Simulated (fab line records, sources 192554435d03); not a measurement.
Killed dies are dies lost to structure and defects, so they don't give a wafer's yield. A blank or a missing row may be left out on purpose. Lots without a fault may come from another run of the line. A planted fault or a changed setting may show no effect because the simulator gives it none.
fab line records | flow n5_finfet
record lots=14 wafers=42 last_day=19
route steps=1938 shown BEOL_M7@1276
lots that met no fault: from a run of the same line without faults
start_h: hours from the record's first day to the start of the lot's first wafer shown | wait_h: hours since the lot's step before | " the same as in the row above | L1.1+2: a row that stands for several wafers | - no value, or no start given | * or withheld: withheld | < > ~ a bound
route shown NAME@n: a module of which the file shows steps, and the number in the route of the first | usual: mean/standard deviation of fault-free wafers | same: alike in all rows | chamber/n: place in a boat | sites: the reading at each site | _std_site: their standard deviation | _edge_site: outer sites' mean less inner sites' | radius_mm: how far each site lies from the wafer's centre | mask NAME#n: copy n | behind: the tool/chamber that last shaped the wafer | hold: why the lot was held/for how many hours/how that ended | device: the transistor (n, p or np) that didn't switch | end of line: the same wafers' tests at the end of the route | a step without rows: its recipe alone | killed: dies lost to structure and defects at the first sort, not the wafer's yield | map: a wafer's dies, x killed, . not, _ none there
set.NAME: the setting as run; set.NAME@STEP: as run at that earlier step | model.NAME: the simulator's own value behind a step, which no gauge read
steps of the route over a sample of lots; a table a step, a row a wafer
services: from which hour (start_h, from the record's first day; less than 0 if before it) a tool's chamber was out of use, for how many hours, and why
## steps
# step N5_BEOL_M7_CD_MEAS_11
# recipe target_cd_nm=38.5 landing_energy_ev=500 detector=se_inlens polarity=opening
# usual cd_nm=38.3/0.4
# columns lot.wafer tool chamber start_h wait_h cd_nm
L989.1 cd_sem-01 0 205.25 - 37.5
L989.2 " 0 " " 37.9
L989.6 " 0 " " 38.1
L991.1 cd_sem-01 0 230.06 - 38.2
L991.4 " 0 " " 38.8
L991.5 " 0 " " 38.3
L994.1 cd_sem-03 0 242.79 - 38.5
L994.3 " 0 " " 38.4
L994.5 " 0 " " 38.0
L996.2 cd_sem-02 0 252.18 - 39.1
L996.3 " 0 " " 38.9
L996.4 " 0 " " 38.6
L997.2 cd_sem-03 0 262.67 - 38.0
L997.3 " 0 " " 38.5
L997.5 " 0 " " 38.3
L103.2 cd_sem-02 0 302.67 - 38.2
L103.3 " 0 " " 38.1
L103.6 " 0 " " 38.5
L107.1 cd_sem-01 0 308.79 - 38.3
L107.3 " 0 " " 38.0
L107.4 " 0 " " 37.8
L105.1 cd_sem-01 0 321.09 - 38.2
L105.2 " 0 " " 38.5
L105.3 " 0 " " 37.9
L106.3 cd_sem-02 0 324.66 - 38.5
L106.4 " 0 " " 38.4
L106.5 " 0 " " 38.4
L109.3 cd_sem-02 0 331.08 - 38.2
L109.4 " 0 " " 38.1
L109.6 " 0 " " 38.2
L108.1 cd_sem-02 0 332.96 - 38.8
L108.4 " 0 " " 38.6
L108.5 " 0 " " 38.6
L111.2 cd_sem-01 0 333.13 - 38.3
L111.3 " 0 " " 38.9
L111.5 " 0 " " 38.0
L112.3 cd_sem-01 0 351.20 - 37.9
L112.5 " 0 " " 38.0
L112.6 " 0 " " 38.2
L110.2 cd_sem-03 0 375.49 - 38.9
L110.3 " 0 " " 38.5
L110.5 " 0 " " 39.0
# step N5_BEOL_M7_DEVELOP_27
# recipe develop_time_s=30 developer=TMAH resist=CAR-EUV rinse_liquid=surfactant_rinse dry=air_spin dev_temp_c=23
# usual chill_plate_temp_C=22.99/0.11 develop_time_s=30/0 resist_line_temp_C=22.97/0.11
# columns lot.wafer tool chamber start_h wait_h chill_plate_temp_C develop_time_s resist_line_temp_C
L989.1 litho_track-03 0 208.36 - 22.99 30 23.05
L989.2 " 0 " " 23.06 30 22.86
L989.6 " 0 " " 22.88 30 23.09
L991.1 litho_track-03 0 232.14 - 22.99 30 23.03
L991.4 " 0 " " 22.95 30 23.15
L991.5 " 0 " " 23.03 30 22.79
L994.1 litho_track-03 0 244.67 - 22.92 30 23.03
L994.3 " 0 " " 22.97 30 22.97
L994.5 " 0 " " 22.97 30 23.04
L996.2 litho_track-03 - 253.68 - - - -
L996.3 " - " " - - -
L996.4 " - " " - - -
L997.2 litho_track-03 - 265.90 - - - -
L997.3 " - " " - - -
L997.5 " - " " - - -
L103.2 litho_track-01 0 309.57 - 23.09 30 22.77
L103.3 " 0 " " 23.08 30 22.86
L103.6 " 0 " " 23.02 30 22.70
L107.1 litho_track-02 0 311.04 - 22.91 30 23.17
L107.3 " 0 " " 23.03 30 23.12
L107.4 " 0 " " 23.03 30 22.99
L105.1 litho_track-01 0 323.50 - 22.96 30 23.16
L105.2 " 0 " " 22.87 30 23.10
L105.3 " 0 " " 22.85 30 22.96
L106.3 litho_track-01 0 325.71 - 22.77 30 22.85
L106.4 " 0 " " 22.91 30 22.80
L106.5 " 0 " " 22.98 30 22.85
L109.3 litho_track-02 0 332.74 - 22.86 30 23.12
L109.4 " 0 " " 22.87 30 23.06
L109.6 " 0 " " 22.80 30 22.96
L108.1 litho_track-01 0 334.56 - 23.00 30 23.04
L108.4 " 0 " " 22.93 30 23.01
L108.5 " 0 " " 23.00 30 22.96
L111.2 litho_track-03 0 334.71 - 22.96 30 22.99
L111.3 " 0 " " 23.12 30 23.07
L111.5 " 0 " " 22.99 30 22.85
L112.3 litho_track-03 0 353.34 - 22.97 30 22.96
L112.5 " 0 " " 22.87 30 23.10
L112.6 " 0 " " 22.88 30 22.98
L110.2 litho_track-03 0 378.96 - 23.08 30 23.01
L110.3 " 0 " " 22.87 30 22.97
L110.5 " 0 " " 22.92 30 22.89
# step N5_BEOL_M7_OVL_MEAS_29
# recipe points_per_wafer=522
# usual V6_OVL=-0.4/0.78
# columns lot.wafer tool chamber start_h wait_h V6_OVL[nm]
L989.1 overlay-02 0 208.45 0.0 -1.0
L989.2 " 0 " " -1.3
L989.6 " 0 " " -0.9
L991.1 overlay-01 0 232.23 0.0 -0.9
L991.4 " 0 " " -0.6
L991.5 " 0 " " -0.9
L994.1 overlay-02 0 244.75 0.0 -0.6
L994.3 " 0 " " 0.2
L994.5 " 0 " " -0.7
L996.2 overlay-01 0 253.77 0.0 -
L996.3 " 0 " " -
L996.4 " 0 " " -
L997.2 overlay-01 0 265.99 0.0 -
L997.3 " 0 " " -
L997.5 " 0 " " -
L103.2 overlay-02 0 309.66 0.0 -0.4
L103.3 " 0 " " -0.3
L103.6 " 0 " " 0.1
L107.1 overlay-01 0 311.12 0.0 -2.5
L107.3 " 0 " " -1.4
L107.4 " 0 " " -0.8
L105.1 overlay-01 0 323.59 0.0 -1.1
L105.2 " 0 " " -1.2
L105.3 " 0 " " -0.5
L106.3 overlay-01 0 325.80 0.0 -1.1
L106.4 " 0 " " -0.6
L106.5 " 0 " " -1.4
L109.3 overlay-02 0 332.84 0.0 -0.3
L109.4 " 0 " " -0.3
L109.6 " 0 " " -2.0
L108.1 overlay-02 0 334.65 0.0 -0.1
L108.4 " 0 " " -1.6
L108.5 " 0 " " -0.4
L111.2 overlay-01 0 334.80 0.0 1.0
L111.3 " 0 " " -0.1
L111.5 " 0 " " -0.4
L112.3 overlay-01 0 353.44 0.0 1.6
L112.5 " 0 " " 1.5
L112.6 " 0 " " 0.2
L110.2 overlay-01 0 379.05 0.0 0.1
L110.3 " 0 " " 1.2
L110.5 " 0 " " -0.7
# step N5_BEOL_M7_DESCUM_33
# recipe chemistry=O2 time_s=7 source_power_w=50 bias_power_w=20 pressure_mtorr=20 rf_frequency_hz=2.712e+07 temp_c=40 resist=CAR-EUV o2_flow_sccm=225
# usual drypump_motor_current_A=5.5/0.48 oes_product_au=0.80/0.1 rf_vpp_V=243.4/1.4 showerhead_plenum_p_Torr=2.12/0.066 temp_c=39.97/0.11 throttle_valve_pct=20.40/0.18
# columns lot.wafer tool chamber start_h wait_h drypump_motor_current_A oes_product_au rf_hours_counter_h rf_vpp_V showerhead_plenum_p_Torr temp_c throttle_valve_pct
L989.1 rie_diel-02 2 208.89 0.4 5.6 0.73 182 244.6 2.17 39.89 20.33
L989.2 " 0 " " 4.7 1.02 2 242.8 2.15 40.08 20.38
L989.6 " 1 " " 5.1 0.70 - 244.3 2.15 40.04 20.54
L991.1 rie_diel-03 2 232.63 0.3 6.3 0.70 239 244.6 2.16 39.97 20.72
L991.4 " 3 " " 5.9 0.73 188 245.0 2.08 40.12 20.52
L991.5 " 1 " " 5.6 0.90 - 244.1 2.12 39.82 20.25
L994.1 rie_diel-06 2 244.85 0.0 6.2 0.78 138 239.4 1.93 40.16 20.41
L994.3 " 3 " " 5.4 0.86 56 245.4 2.22 39.99 20.06
L994.5 " 0 " " 5.9 0.88 - 242.7 2.04 39.87 20.42
L996.2 rie_diel-03 1 254.21 0.4 5.6 0.88 56 243.4 2.12 40.11 20.28
L996.3 " 0 " " 5.5 0.76 155 243.3 2.10 40.17 20.60
L996.4 " 0 " " 5.5 0.75 - 244.7 2.10 39.82 20.60
L997.2 rie_diel-02 1 266.68 0.6 5.0 1.00 2 243.8 2.15 40.07 20.15
L997.3 " 3 " " 5.9 0.72 172 241.8 2.08 39.90 20.19
L997.5 " 0 " " 4.6 0.96 - 243.1 2.15 40.07 20.38
L103.2 rie_diel-02 0 309.75 0.0 4.7 0.93 32 243.9 2.14 39.84 20.40
L103.3 " 3 " " 5.9 0.70 185 244.2 2.08 40.05 20.22
L103.6 " 1 " " 5.1 0.97 - 244.6 2.15 40.03 20.18
L107.1 rie_diel-02 3 311.22 0.0 5.9 0.71 186 242.2 2.08 39.93 20.20
L107.3 " 2 " " 5.7 0.70 212 243.9 2.16 39.99 20.36
L107.4 " 1 " " 5.0 0.96 12 244.3 2.15 39.93 20.19
L105.1 rie_diel-06 3 323.69 0.0 5.4 0.83 79 246.2 2.21 40.07 20.11
L105.2 " 0 " " 5.9 0.85 70 242.0 2.03 40.05 20.46
L105.3 " 1 " " 5.1 0.92 13 245.2 2.24 40.04 20.42
L106.3 rie_diel-02 3 325.89 0.0 5.9 0.71 189 242.4 2.08 39.78 20.20
L106.4 " 1 " " 5.0 0.95 16 243.8 2.14 40.00 20.20
L106.5 " 1 " " 5.0 0.94 - 244.3 2.14 39.97 20.18
L109.3 rie_diel-03 0 333.09 0.2 5.5 0.72 186 243.9 2.09 39.91 20.62
L109.4 " 2 " " 6.3 0.97 4 244.7 2.15 39.86 20.38
L109.6 " 2 " " 6.4 0.97 - 244.4 2.15 40.08 20.38
L108.1 rie_diel-03 3 335.06 0.4 5.9 0.72 204 242.0 2.08 39.77 20.54
L108.4 " 2 " " 6.4 0.96 5 244.8 2.15 39.98 20.38
L108.5 " 1 " " 5.6 0.84 - 244.2 2.10 39.80 20.33
L111.2 rie_diel-02 1 335.16 0.3 5.1 0.94 18 245.0 2.14 39.73 20.19
L111.3 " 2 " " 5.7 0.70 218 243.9 2.16 39.84 20.38
L111.5 " 3 " " 5.9 0.69 - 242.3 2.08 40.02 20.22
L112.3 rie_diel-06 1 353.52 0.0 5.0 0.90 21 245.7 2.24 39.87 20.45
L112.5 " 0 " " 5.9 0.85 - 241.5 2.03 40.00 20.47
L112.6 " 1 " " 5.1 0.89 - 243.4 2.24 39.85 20.44
L110.2 rie_diel-02 2 379.14 0.0 5.6 0.69 229 243.6 2.16 39.97 20.39
L110.3 " 1 " " 5.1 0.90 33 243.5 2.14 39.79 20.19
L110.5 " 3 " " 5.9 0.70 - 242.8 2.07 40.01 20.23
## services
# columns tool chamber start_h hours kind
rie_diel-03 - 210.92 0.5 repair
rie_diel-03 2 224.74 5.5 repair
rie_diel-02 1 235.50 - clean
rie_diel-02 1 235.50 - consumable_replace:focus_ring
rie_diel-02 1 235.50 16.7 scheduled_down
rie_diel-02 1 235.50 16.7 vent_cycle
rie_diel-03 3 237.13 57.4 repair
rie_diel-02 - 254.90 8.1 repair
rie_diel-06 1 265.26 - clean
rie_diel-06 1 265.26 - consumable_replace:focus_ring
rie_diel-06 1 265.26 - consumable_replace:showerhead
rie_diel-06 1 265.26 13.6 scheduled_down
rie_diel-06 1 265.26 13.6 vent_cycle
rie_diel-03 2 295.05 - clean
rie_diel-03 2 295.05 - consumable_replace:focus_ring
rie_diel-03 2 295.05 24.5 scheduled_down
rie_diel-03 2 295.05 24.5 vent_cycle
rie_diel-02 1 296.22 11.3 repair
rie_diel-03 0 358.06 7.0 repair
rie_diel-02 2 368.36 7.7 repair
rie_diel-06 2 374.95 7.2 repair
## key
first_sign step=N5_BEOL_M7_DEVELOP_27 reading=tool_record direction=missing
effect none on later readings
met_at N5_BEOL_M7_DEVELOP_27
struck_lots L996,L997
later_rows_left_out L996.2,L996.3,L996.4,L997.2,L997.3,L997.5
sort_left_out L996.2,L996.3,L996.4,L997.2,L997.3,L997.5
not_acting_at N5_BEOL_M7_CD_MEAS_11,N5_BEOL_M7_OVL_MEAS_29,N5_BEOL_M7_DESCUM_33
onset_between 244.67 253.68
fault kind=skipped_step_whole tool=litho_track-03 chamber=- onset_h=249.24 steps=N5_BEOL_M7_DEVELOP_27 scope=struck_lots_only
# sort_left_out: the simulated sort isn't trusted on such a fault, so these wafers' sort isn't shown, and their yield isn't known
# later_rows_left_out: the simulator's readings of these wafers behind a module that went badly wrong aren't trusted and aren't shown, but for the sort
